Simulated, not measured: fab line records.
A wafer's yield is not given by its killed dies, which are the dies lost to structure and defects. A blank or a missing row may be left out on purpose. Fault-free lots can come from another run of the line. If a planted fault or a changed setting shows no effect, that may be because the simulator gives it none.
Chamber matching ; flow n5_finfet ; pecvd-03 running N5_BEOL_M2_ILD_DEP_00: 3 sister chambers
The step deposits SiOC from DEMS/O2, target thk 79 nm, time 15.3 s. 20 wafers are shown with their chamber, then 10 later ones without.

== WAFERS PAIRED WITH THEIR CHAMBERS ==
wafer;chamber;heater_power_outer_w (W);heater_power_w (W);throttle_valve_pct (%)
L074.2;2;230;417;12.3
L074.3;1;203;448;11.5
L074.6;2;242;412;12.1
L076.2;0;133;332;11.7
L076.5;2;286;483;12.1
L076.6;0;139;326;11.5
L077.1;2;292;509;12.1
L077.5;2;303;480;11.9
L077.6;0;175;379;11.6
L081.2;0;191;410;12.1
L081.4;2;261;436;12.0
L081.5;0;194;409;11.8
L083.3;0;192;403;11.8
L083.5;1;286;543;11.6
L083.6;0;196;417;11.5
L086.3;1;283;550;12.0
L086.4;0;181;380;11.5
L086.6;0;179;384;11.6
L089.1;0;162;371;11.5
L089.2;1;217;463;11.7

SIGNATURES, as means of the wafers listed above
reading;chamber 0;chamber 1;chamber 2;scatter within a chamber
heater_power_outer_w;174.20;247.25;269.00;29.3
heater_power_w;381.10;501.00;456.17;38.6
throttle_valve_pct;11.660;11.700;12.083;0.183
Rule: distance of a wafer from a chamber = root of the sum over the readings of ((wafer's reading minus chamber's mean) / reading's scatter) squared. The wafer belongs to the nearest chamber; if the next one is less than 2 further off, it can't be placed. The scatter: take each reading less its chamber's mean, square it, sum over the shown wafers, divide by the number of wafers less the number of chambers, and take the root.

== WAFERS WHOSE CHAMBER IS MISSING ==
wafer;heater_power_outer_w (W);heater_power_w (W);throttle_valve_pct (%)
L089.3;160;357;11.5
L090.3;194;413;11.8
L090.4;202;438;11.7
L090.6;193;407;11.6
L093.1;226;406;11.1
L093.5;225;400;11.0
L093.6;173;377;11.7
L096.1;275;554;11.5
L096.3;251;437;10.9
L096.5;277;561;11.5

== WHICH CHAMBER EACH WENT THROUGH ==
wafer;from the rows above;in truth
L089.3;0;0
L090.3;can't be placed: 0 or 1 or 2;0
L090.4;can't be placed: 0 or 1 or 2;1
L090.6;0;0
L093.1;can't be placed: 0 or 1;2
L093.5;can't be placed: 0 or 1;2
L093.6;0;0
L096.1;1;1
L096.3;can't be placed: 1 or 0 or 2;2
L096.5;1;1
Correct placement for 5 of the 10. Cannot be placed on the basis of these rows: 5; the candidates contain the true chamber in 3. Number placed wrongly: 0.
